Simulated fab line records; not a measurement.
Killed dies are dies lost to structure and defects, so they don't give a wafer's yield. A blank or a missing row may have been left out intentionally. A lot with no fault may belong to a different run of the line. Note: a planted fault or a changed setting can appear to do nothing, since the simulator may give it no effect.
Chamber matching -- flow nand harc -- NHARC_A_SLIT_ETCH_24 on rie diel-09 has 4 sister chambers
The step etches the open film in CF4/CHF3, target depth 121 nm, time 60.5 s. 4 wafers are shown with their chamber, then 7 later ones without.

WAFERS, EACH WITH ITS CHAMBER
wafer,chamber,showerhead plenum p Torr (Torr)
L086.4,0,1.51
L086.6,1,1.61
L085.2,2,1.59
L085.3,3,1.52

WAFERS WITH NO CHAMBER GIVEN
wafer,showerhead plenum p Torr (Torr)
L085.4,1.61
L091.1,1.52
L091.3,1.50
L091.4,1.61
L088.2,1.61
L088.3,1.59
L088.5,1.50

WHICH CHAMBER EACH WENT THROUGH
wafer,from the rows above,in truth
L085.4,1,1
L091.1,can't be placed: 3 or 0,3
L091.3,can't be placed: 0 or 3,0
L091.4,1,1
L088.2,1,1
L088.3,2,2
L088.5,can't be placed: 0 or 3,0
Correct placement for 4 of the 7. Unplaceable from these rows: 3, with the true chamber sitting among the candidates in 3. Wrongly placed: 0.
How it was worked out, from the rows above alone: a wafer's distance from a chamber is the root of the sum, over the readings, of the square of ((its reading less the chamber's mean) divided by the reading's scatter). The wafer belongs to the nearest chamber; if the next one is less than 2 further off, it can't be placed. For every chamber, the mean is computed from those of its wafers that are shown. The scatter: with one shown wafer a chamber, the root of the mean of the squares of how far each hidden wafer lies from its nearest shown one.
